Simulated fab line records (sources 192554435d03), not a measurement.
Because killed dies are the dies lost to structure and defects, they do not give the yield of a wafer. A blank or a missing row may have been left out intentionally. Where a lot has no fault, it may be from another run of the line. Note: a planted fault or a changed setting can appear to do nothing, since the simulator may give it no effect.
Split-lot study -- flow n5-finfet -- 21 wafers read from 7 lots, route of 1938 steps

## ABOUT THE SPLIT
At N5_BEOL_M12_ETCH_67 (etches SiARC in CF4, target depth 143 nm, time 238.3 s), the setting source-w was moved away from the recipe's 545 W on 7 of the 21 wafers read, by -14.8% to +12.9%. For the rest of the wafers, this setting stayed at what the recipe calls for.

The split's own step is where the reading is taken.

## THE READING
rf-vpp-V, in V, at N5_BEOL_M12_ETCH_67 (etches SiARC in CF4, target depth 143 nm, time 238.3 s). Typical for fault-free wafers on this fab line: 184.6 V, with standard deviation 1.1 V.

wafer,"tool, chamber at the split","source-w as run, W",against the recipe,"rf-vpp-V, V",against lot-mates on the recipe
L077.1,"rie-diel-06, 0",545,recipe,185.0,-
L077.2,"rie-diel-06, 3",545,recipe,185.9,-
L077.6,"rie-diel-06, 1",464.3,-14.8%,196.0,+10.6
L081.2,"rie-diel-06, 1",584.8,+7.3%,180.8,-3.8
L081.4,"rie-diel-06, 0",545,recipe,185.6,-
L081.5,"rie-diel-06, 2",545,recipe,183.6,-
L083.4,"rie-diel-06, 2",545,recipe,184.0,-
L083.5,"rie-diel-06, 3",545,recipe,185.6,-
L083.6,"rie-diel-06, 0",545,recipe,184.7,-
L084.1,"rie-diel-06, 0",508,-6.8%,189.8,+5.4
L084.4,"rie-diel-06, 3",545,recipe,184.4,-
L084.6,"rie-diel-06, 0",508,-6.8%,190.7,+6.3
L088.1,"rie-diel-03, 1",607.6,+11.5%,177.7,-6.9
L088.2,"rie-diel-03, 0",545,recipe,184.4,-
L088.5,"rie-diel-03, 1",545,recipe,184.8,-
L090.2,"rie-diel-02, 1",545,recipe,184.0,-
L090.3,"rie-diel-02, 0",545,recipe,184.7,-
L090.6,"rie-diel-02, 2",545,recipe,183.3,-
L092.1,"rie-diel-03, 1",615.4,+12.9%,175.9,-9.8
L092.4,"rie-diel-03, 3",545,recipe,185.7,-
L092.5,"rie-diel-03, 0",615.4,+12.9%,176.6,-9.1

THE FIT
A straight line over all 21 wafers: rf-vpp-V changes by -0.692 V for each +1% of source-w; r = -0.98; the points scatter about the line by 0.82 V.
The same after taking each lot's own level away (the mean of its wafers on the recipe; 21 wafers): -0.711 V for each +1%; r = -0.99; scatter 0.74 V.
On that fit, the largest move of source-w shifts the reading by 11 V.
Measured against the standard deviation above, the lots' own levels, which go from 184.00 to 185.70 V, span 1.5 times it.
The two slopes agree, so the slope changes little with the lot-to-lot level.
Check: for one of the wafers moved furthest among these (-14.8%), held out of the fit, the line's prediction against its lot-mates is +10.8 V. It came out at +10.6 V against them.
Tool readings at the split's step, against how far the setting was moved: etch-rf-on-time-s r = -0.96; rf-vpp-V r = -0.98.

## FURTHER SPLITS ON THESE WAFERS
Note: prior to the reading, these wafers also went through further splits. Each is held against what the fit with the lots' levels taken away leaves over:
other split on the same wafers,wafers away from the commonest value,r with rf-vpp-V (lot level and that fit taken away)
N5_BEOL_M5_COAT_74 spin-rpm,9,-0.24
N5_BEOL_M6_EXPOSE_25 dose-mj,9,+0.04
N5_BEOL_M6_ETCH_66 bias-w,8,-0.07
N5_BEOL_M8_ILD_DEP_00 time-s,6,-0.29
N5_BEOL_M8_PECVD_70 temp-c,8,+0.27
N5_BEOL_M9_COAT_63 spin-rpm,9,-0.29
N5_BEOL_M10_ETCH_41 source-w,4,+0.32

## THE WHOLE CHAIN: every reading that the file lists as answering this split, in the file's order
step,what it does,reading,change (the file's fit),r (the file's)
N5_BEOL_M12_ETCH_67,"etches SiARC in CF4, target depth 143 nm, time 238.3 s",etch-rf-on-time-s,withheld for each +1% of the setting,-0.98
N5_BEOL_M12_ETCH_67,"etches SiARC in CF4, target depth 143 nm, time 238.3 s",rf-vpp-V,-0.688 V for each +1% of the setting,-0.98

## FILE'S OWN FIT
rf-vpp-V changes by -0.688 V for each +1% of source-w, r = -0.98.
